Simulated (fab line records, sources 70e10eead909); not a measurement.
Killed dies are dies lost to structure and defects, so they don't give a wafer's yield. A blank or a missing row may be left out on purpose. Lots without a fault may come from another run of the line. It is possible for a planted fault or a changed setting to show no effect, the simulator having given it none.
Matching of chambers || flow nand-harc || 4 sister chambers for NHARC_A_STAIRCASE_DESCUM_312 on rie-diel-13
The step chemistry O2, time 3 s. 8 wafers are shown with their chamber, then 11 later ones without.

EACH WAFER AND ITS CHAMBER
{"wafer": "L082.1", "chamber": 3, "drypump-motor-current-A (A)": 5.5, "showerhead-plenum-p-Torr (Torr)": 1.92}
{"wafer": "L080.2", "chamber": 1, "drypump-motor-current-A (A)": 5.9, "showerhead-plenum-p-Torr (Torr)": 1.86}
{"wafer": "L080.6", "chamber": 3, "drypump-motor-current-A (A)": 5.5, "showerhead-plenum-p-Torr (Torr)": 1.92}
{"wafer": "L085.3", "chamber": 0, "drypump-motor-current-A (A)": 5.3, "showerhead-plenum-p-Torr (Torr)": 1.92}
{"wafer": "L086.2", "chamber": 2, "drypump-motor-current-A (A)": 5.2, "showerhead-plenum-p-Torr (Torr)": 1.96}
{"wafer": "L086.5", "chamber": 2, "drypump-motor-current-A (A)": 5.1, "showerhead-plenum-p-Torr (Torr)": 1.96}
{"wafer": "L086.6", "chamber": 1, "drypump-motor-current-A (A)": 5.9, "showerhead-plenum-p-Torr (Torr)": 1.85}
{"wafer": "L087.2", "chamber": 0, "drypump-motor-current-A (A)": 5.4, "showerhead-plenum-p-Torr (Torr)": 1.92}

WAFERS WITHOUT THEIR CHAMBER
{"wafer": "L087.3", "drypump-motor-current-A (A)": 5.5, "showerhead-plenum-p-Torr (Torr)": 1.92}
{"wafer": "L087.6", "drypump-motor-current-A (A)": 5.5, "showerhead-plenum-p-Torr (Torr)": 1.92}
{"wafer": "L093.4", "drypump-motor-current-A (A)": 5.5, "showerhead-plenum-p-Torr (Torr)": 1.91}
{"wafer": "L093.5", "drypump-motor-current-A (A)": 5.2, "showerhead-plenum-p-Torr (Torr)": 1.95}
{"wafer": "L093.6", "drypump-motor-current-A (A)": 5.5, "showerhead-plenum-p-Torr (Torr)": 1.91}
{"wafer": "L095.1", "drypump-motor-current-A (A)": 5.5, "showerhead-plenum-p-Torr (Torr)": 1.91}
{"wafer": "L095.4", "drypump-motor-current-A (A)": 5.3, "showerhead-plenum-p-Torr (Torr)": 1.91}
{"wafer": "L095.6", "drypump-motor-current-A (A)": 5.9, "showerhead-plenum-p-Torr (Torr)": 1.85}
{"wafer": "L096.4", "drypump-motor-current-A (A)": 5.9, "showerhead-plenum-p-Torr (Torr)": 1.85}
{"wafer": "L096.5", "drypump-motor-current-A (A)": 5.9, "showerhead-plenum-p-Torr (Torr)": 1.85}
{"wafer": "L096.6", "drypump-motor-current-A (A)": 5.1, "showerhead-plenum-p-Torr (Torr)": 1.95}

WHICH CHAMBER EACH ONE RAN IN
{"wafer": "L087.3", "from the rows above": 3, "in truth": 3}
{"wafer": "L087.6", "from the rows above": 3, "in truth": 3}
{"wafer": "L093.4", "from the rows above": "can't be placed: 3 or 0", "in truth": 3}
{"wafer": "L093.5", "from the rows above": 2, "in truth": 2}
{"wafer": "L093.6", "from the rows above": "can't be placed: 3 or 0", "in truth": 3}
{"wafer": "L095.1", "from the rows above": "can't be placed: 3 or 0", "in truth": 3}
{"wafer": "L095.4", "from the rows above": "can't be placed: 0 or 3", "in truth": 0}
{"wafer": "L095.6", "from the rows above": 1, "in truth": 1}
{"wafer": "L096.4", "from the rows above": 1, "in truth": 1}
{"wafer": "L096.5", "from the rows above": 1, "in truth": 1}
{"wafer": "L096.6", "from the rows above": 2, "in truth": 2}
Correct placement for 7 of the 11. Cannot be placed on the basis of these rows: 4; the candidates contain the true chamber in 4. 0 placed wrongly.
How it was worked out, from the rows above alone: a wafer's distance from a chamber is the root of the sum, over the readings, of the square of ((its reading less the chamber's mean) divided by the reading's scatter). If the next closest chamber is less than 2 further off than the closest, the wafer can't be placed; otherwise it belongs to the closest. For every chamber, the mean is computed from those of its wafers that are shown. How the scatter is found: for the shown wafers, subtract from each reading the mean of its chamber, square and add these, divide the total by (wafers less chambers), then take the root.
